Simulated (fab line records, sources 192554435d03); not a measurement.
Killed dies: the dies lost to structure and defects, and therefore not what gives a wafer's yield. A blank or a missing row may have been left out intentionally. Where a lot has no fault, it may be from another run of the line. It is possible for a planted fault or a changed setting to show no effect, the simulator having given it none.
Problem report, 8D (eight disciplines) form, completed by code :: flow n5 finfet :: the parts of the form that need people (team, actions taken, sign-off) are left out

== 1. THE ISSUE ==
COMB_M7 at N5_BEOL_M15_RC_MEAS_101 reads a mean of 1.1e-10 S/m on 3 wafers of 2 lots; wafers without a fault read 2.6e-11 S/m with a standard deviation of 5.2e-12. Measured from the usual mean, that is +17 standard deviations.
First observed at day 14 04:22: wafer L367.2, on prober-01. The record has a number at this step for 21 wafers belonging to 7 lots. Rule for "out" (also "out of limits"): further than 4 standard deviations from the usual mean. The other wafers with a number count as sound.

== 2. WHAT IT IS, AND WHAT IT ISN'T ==
question: which readings at this step
is: COMB_M7, COMB_M7_max_site
is not: COMB_M10, COMB_M11, COMB_M12, COMB_M13, COMB_M14, COMB_M15, COMB_M5, COMB_M6, COMB_M9, SERP_M10, SERP_M10_max_site, SERP_M11, SERP_M11_max_site, SERP_M12, SERP_M13, SERP_M14, SERP_M5, SERP_M7, SERP_M8, SERP_M9

question: which lots
is: L367, L370
is not: L358, L360, L371, L372, L378

question: which wafers of those lots
is: L367.2, L370.2, L370.3
is not: L367.1, L367.5, L370.1

question: read on which gauges
is: prober-01
is not: prober-02

question: when
is: from day 14 04:22
is not: up to then (8 sound wafers); but 10 sound wafers of L370, L371, L372, L378 came after

== 3. SUSPECTS, AND WHAT RULES EACH OUT ==
Counting: any tool at a process step up to the reading remains a suspect provided it ran every lot that is out. Sound lots after the first of them don't rule it out here, since some wafers of a struck lot are sound.
- the gauge at N5_BEOL_M15_RC_MEAS_101: ruled out. All the wafers that are out were read on prober-01, but those of them that N5_PASSIVATION_PROBE_49 has rows for are out there too, on other tools.
- rie diel-01 at N5_BEOL_M7_DESCUM_33 (chemistry O2, time 7 s): kept. It ran every lot that is out, first L367 (day 11 09:49).
- rie diel-01 at N5_BEOL_M7_VIA_ETCH_34 (etches SiCOH lowk in C4F6/O2, target depth 125.5 nm, time 50.5 s): kept. It ran every lot that is out, first L367 (day 11 10:00).
- rie diel-01 at N5_BEOL_M7_TRENCH_ETCH_37 (etches SiCOH lowk in C4F6/O2, target depth 93.478 nm, time 31.2 s): kept. It ran every lot that is out, first L367 (day 11 10:56). N5_BEOL_M7_TRENCH_ETCH_37: start missing for some lots; hours and lot order therefore follow N5_BEOL_M7_ALD_77.
- ald metal-02 at N5_BEOL_M7_ALD_77 (deposits TaN, target thk 2 nm, pulse time 2 s, purge time 3 s): kept. It ran every lot that is out, first L367 (day 11 10:56); its last sound lot up to then is L360 (day 9 12:30).
- Within rie diel-01 at N5_BEOL_M7_DESCUM_33: the wafers that are out ran in chambers 1, 3; their sound lot-mates ran in chamber 2.
- Within rie diel-01 at N5_BEOL_M7_VIA_ETCH_34: the wafers that are out ran in chambers 1, 3; their sound lot-mates ran in chamber 2.
- Within rie diel-01 at N5_BEOL_M7_TRENCH_ETCH_37: the wafers that are out ran in chambers 1, 3; their sound lot-mates ran in chamber 2.
Left after counting: rie diel-01 at N5_BEOL_M7_DESCUM_33, rie diel-01 at N5_BEOL_M7_VIA_ETCH_34, rie diel-01 at N5_BEOL_M7_TRENCH_ETCH_37, ald metal-02 at N5_BEOL_M7_ALD_77.

== 4. THE CAUSE (what the simulator had put in) ==
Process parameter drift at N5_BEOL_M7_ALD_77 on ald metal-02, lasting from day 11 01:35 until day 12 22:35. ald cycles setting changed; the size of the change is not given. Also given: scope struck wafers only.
Of the 4 suspects that counting leaves, this tool is one.

== 5. THE EFFECT CHAIN, in route order ==
Each row: a reading where the mean over the struck wafers with a number is more than 3 standard deviations away from the usual. Readings are gone through only where the record gives a usual standard deviation; hours: the median, over the lots, of the time from a lot's start at the first step in this table giving one to that lot's start at this step; sigmas: the change measured in usual standard deviations.
hours: 0
step: N5_BEOL_M15_RC_MEAS_101
reading: COMB_M7
usual: 2.6e-11 S/m
on struck wafers: 1.1e-10
change: +8.8e-11
sigmas: +17

hours: 0
step: N5_BEOL_M15_RC_MEAS_101
reading: COMB_M7_max_site
usual: 3.8e-11 S/m
on struck wafers: 1.6e-10
change: +1.2e-10
sigmas: +13

hours: 14
step: N5_PASSIVATION_PROBE_49
reading: sort_bin_4_leakage
usual: 0.00 %
on struck wafers: 0.85
change: +0.85
sigmas: +21
Process steps it contains:
- N5_PASSIVATION_PROBE_49

== 6. HOW IT WOULD HAVE BEEN CAUGHT EARLIER ==
Counted from the fault's start at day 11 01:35, it took 75 hours until the first out-of-limits reading at a measuring or inspecting step in this record, taken at day 14 04:22.
Of the tool readings at N5_BEOL_M7_ALD_77 for which the record gives a usual standard deviation, none was out on any struck wafer, so an alarm limit of 4 standard deviations on them would not have fired.
By day 14 04:22 the whole set of lots that are out, 2 in number, had already begun N5_BEOL_M7_ALD_77 on ald metal-02. None of them would have been spared by holding the tool at that moment.
